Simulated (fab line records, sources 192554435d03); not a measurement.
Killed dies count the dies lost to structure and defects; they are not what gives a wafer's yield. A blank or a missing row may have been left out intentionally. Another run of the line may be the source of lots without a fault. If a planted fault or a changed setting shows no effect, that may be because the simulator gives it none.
Matching of chambers / flow n5Finfet / N5_BEOL_M1_DESCUM_33 on rieDiel-04 has 4 sister chambers
The step chemistry O2, time 7 s. 8 wafers are shown with their chamber, then 11 later ones without.

== WAFERS WITH THEIR CHAMBER ==
wafer=L080.6; chamber=2; drypumpMotorCurrentA (A)=6.0; throttleValvePct (%)=20.76
wafer=L081.3; chamber=3; drypumpMotorCurrentA (A)=6.1; throttleValvePct (%)=20.10
wafer=L086.3; chamber=0; drypumpMotorCurrentA (A)=5.4; throttleValvePct (%)=20.31
wafer=L086.4; chamber=3; drypumpMotorCurrentA (A)=6.1; throttleValvePct (%)=20.13
wafer=L087.1; chamber=2; drypumpMotorCurrentA (A)=6.0; throttleValvePct (%)=20.49
wafer=L087.2; chamber=0; drypumpMotorCurrentA (A)=5.4; throttleValvePct (%)=20.30
wafer=L087.3; chamber=1; drypumpMotorCurrentA (A)=5.0; throttleValvePct (%)=20.07
wafer=L088.1; chamber=1; drypumpMotorCurrentA (A)=4.9; throttleValvePct (%)=20.07

== WAFERS MISSING THEIR CHAMBER ==
wafer=L088.4; drypumpMotorCurrentA (A)=4.9; throttleValvePct (%)=20.08
wafer=L088.5; drypumpMotorCurrentA (A)=5.4; throttleValvePct (%)=20.30
wafer=L091.1; drypumpMotorCurrentA (A)=5.4; throttleValvePct (%)=20.32
wafer=L091.3; drypumpMotorCurrentA (A)=4.9; throttleValvePct (%)=20.09
wafer=L091.5; drypumpMotorCurrentA (A)=4.9; throttleValvePct (%)=20.09
wafer=L094.2; drypumpMotorCurrentA (A)=5.4; throttleValvePct (%)=20.33
wafer=L094.4; drypumpMotorCurrentA (A)=6.1; throttleValvePct (%)=20.16
wafer=L094.6; drypumpMotorCurrentA (A)=6.0; throttleValvePct (%)=20.52
wafer=L096.1; drypumpMotorCurrentA (A)=5.4; throttleValvePct (%)=20.33
wafer=L096.5; drypumpMotorCurrentA (A)=6.1; throttleValvePct (%)=20.16
wafer=L096.6; drypumpMotorCurrentA (A)=6.0; throttleValvePct (%)=20.52

== EACH ONE'S CHAMBER ==
wafer=L088.4; from the rows above=1; in truth=1
wafer=L088.5; from the rows above=0; in truth=0
wafer=L091.1; from the rows above=0; in truth=0
wafer=L091.3; from the rows above=1; in truth=1
wafer=L091.5; from the rows above=1; in truth=1
wafer=L094.2; from the rows above=0; in truth=0
wafer=L094.4; from the rows above=3; in truth=3
wafer=L094.6; from the rows above=2; in truth=2
wafer=L096.1; from the rows above=0; in truth=0
wafer=L096.5; from the rows above=3; in truth=3
wafer=L096.6; from the rows above=2; in truth=2
11 of 11 placed correctly. Left unplaced by these rows: 0. 0 placed wrongly.
How it was worked out, from the rows above alone: a wafer's distance from a chamber is the root of the sum, over the readings, of the square of ((its reading less the chamber's mean) divided by the reading's scatter). The wafer belongs to the nearest chamber; if the next one is less than 2 further off, it can't be placed. Each chamber's mean is taken over the wafers shown for it. The scatter: the root of (the sum of the squares of (reading less its chamber's mean) over the shown wafers, divided by (wafers less chambers)).
